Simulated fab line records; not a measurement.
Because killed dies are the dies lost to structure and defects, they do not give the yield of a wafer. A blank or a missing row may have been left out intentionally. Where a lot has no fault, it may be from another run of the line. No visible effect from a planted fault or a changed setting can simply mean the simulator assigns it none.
Struck lot and sound lot, side by side -- flow n5 finfet -- 37 steps out of a route of 1938
Sound: the wafers L365.2, L365.3, L365.5. The struck wafers were L370.1, L370.3. The cause comes at the end.
Each step with rows lists, per side, the tool, then ch with its chambers, then its first start. Under that, the readings that differ: sound wafers -- struck wafers -- difference of the means -- sigmas: that difference in standard deviations of wafers without a fault.
alike: same words and numbers on both sides, and readings whose means sit less than 2 such deviations apart. not compared: any withheld reading, any reading some wafer has no value for, any bound like >300 that may hide the same value, and any number with overlapping values for which the record gives no deviation.
Wherever a step has rows on one side only, a row that says differs or no value, or a row with sigmas, the two part there. Numbers that don't overlap but have no deviation are shown without sigmas and don't part them. A reading that every wafer of one side lacks parts them only if that side has two wafers or more.

first, 9 steps without rows for these wafers: N5_WELL_APT_DESCUM_30 (chemistry O2, time 7.9 s); N5_WELL_APT_IMPLANT_31; N5_WELL_APT_IMPLANT_32; N5_WELL_APT_STRIP_33 (strips in SPM, time 900 s); N5_WELL_APT_RTA_34 (time 10 s); N5_WELL_APT_OXIDE_STRIP_42 (strips SiO2 in dHF, time 45 s, target depth 12 nm); N5_WELL_APT_PRECLEAN_36 (cleans in O3/DIW, time 45 s); N5_WELL_APT_PRECLEAN_39 (cleans in dHF, time 60 s); N5_WELL_APT_SRD_37 (time 30 s).
N5_WELL_APT_EPI_41: deposits Si from SiH4/H2, target thk 50 nm, time 297.7 s.
  sound on epi rpcvd-01 ch 0, day 4 10:04; struck on epi rpcvd-01 ch 0, day 5 16:33
reading,sound,struck,difference,sigmas
model.Si_of_WELL_APT_EPI_41.thk nm (nm),50.4 49.63 50.77,45.3 45.7,-4.8,
  alike: susceptor temp C, throttle valve pct
then, 24 steps without rows for these wafers: N5_PMOS_HMC_CHANNEL_EPI_HM_DEP_34 (deposits SiO2 from TEOS/O2, target thk 36 nm, time 6.9 s); N5_PMOS_HMC_CHANNEL_EPI_COAT_31 (time 60 s, resist thk 66 nm); N5_PMOS_HMC_CHANNEL_EPI_COAT_03 (resist thk 205 nm); N5_PMOS_HMC_CHANNEL_EPI_EBR_05; N5_PMOS_HMC_CHANNEL_EPI_SOFTBAKE_04 (time 60 s); N5_PMOS_HMC_CHANNEL_EPI_EXPOSE_06 (exposes mask PMOS HMC BLK, target cd 240 nm); N5_PMOS_HMC_CHANNEL_EPI_PEB_07 (peb time 60 s); N5_PMOS_HMC_CHANNEL_EPI_DEVELOP_08 (develop time 30 s); N5_PMOS_HMC_CHANNEL_EPI_DESCUM_14 (chemistry O2, time 7.9 s); N5_PMOS_HMC_CHANNEL_EPI_ETCH_32 (etches BARC in N2/H2, stops on SiO2, target depth 85.8 nm, time 50.3 s); N5_PMOS_HMC_CHANNEL_EPI_HM_OPEN_15 (chemistry CHF3/O2, target SiO2, target depth 40.6 nm, time 20.3 s); N5_PMOS_HMC_CHANNEL_EPI_STRIP_33 (strips in N2/H2); N5_PMOS_HMC_CHANNEL_EPI_STRIP_17 (strips in SPM, time 750 s); N5_PMOS_HMC_CHANNEL_EPI_ETCH_38 (etches SiO2 in CF4, target depth 1.5 nm); N5_PMOS_HMC_CHANNEL_EPI_FIN_RECESS_16 (chemistry HBr/Cl2, target Si, target depth 54 nm, time 18 s); N5_PMOS_HMC_CHANNEL_EPI_PRECLEAN_36 (cleans in O3/DIW, time 45 s); N5_PMOS_HMC_CHANNEL_EPI_PRECLEAN_18 (cleans in DHF, time 30 s); N5_PMOS_HMC_CHANNEL_EPI_SRD_19 (time 30 s); N5_PMOS_HMC_CHANNEL_EPI_EPI_20 (deposits SiGe30, target thk 59 nm); N5_PMOS_HMC_CHANNEL_EPI_HM_STRIP_35 (strips SiO2 in dHF, material SiO2, target depth 39.6 nm, time 216 s); N5_PMOS_HMC_CHANNEL_EPI_SRD_39 (time 30 s); N5_PMOS_HMC_CHANNEL_EPI_CMP_21 (polishes SiGe30, target thk 54 nm); N5_PMOS_HMC_CHANNEL_EPI_PRECLEAN_40 (cleans in DHF, time 30 s); N5_PMOS_HMC_CHANNEL_EPI_PRECLEAN_37 (cleans in O3/DIW, time 45 s).
N5_SD_EPI_N_STRIP_18: strips in SPM, time 750 s.
  sound on wet bench-01 ch 2,5,6, day 5 21:10; struck on wet bench-01 ch 5,7, day 7 04:09
reading,sound,struck,difference,sigmas
model.Si_of_WELL_APT_EPI_41.thk nm (nm),8.2 8 8.6,4 3.6,-4,
-- a jump in the record: the struck wafers' starts before and after are 7 days apart (it breaks off in module SD_EPI_N and resumes in module BEOL_M4, where the first step shown is number 1111 of the route) --
N5_BEOL_M4_RC_MEAS_101:
  sound on prober-01 ch 0, day 13 09:40; struck on prober-01 ch 0, day 14 03:51
reading,sound,struck,difference,sigmas
CJ_N,4.31 4.26 4.38,4.71 4.76,+0.42,+5
CJ_P,5.73 5.80 5.56,5.01 5.28,-0.55,-3
  alike: DIBL_N, DIBL_P, IOFF_N, IOFF_P, ION_N, ION_P, SS_N, SS_P, VT_N, VT_P
N5_PASSIVATION_PROBE_49:
  the record has rows for the sound wafers here (prober-01, day 17 23:14) and none for the struck ones

## WHERE THEY PART
Earliest at N5_BEOL_M4_RC_MEAS_101; latest, in this record, at N5_PASSIVATION_PROBE_49.

WHY: what had been put in by the simulator
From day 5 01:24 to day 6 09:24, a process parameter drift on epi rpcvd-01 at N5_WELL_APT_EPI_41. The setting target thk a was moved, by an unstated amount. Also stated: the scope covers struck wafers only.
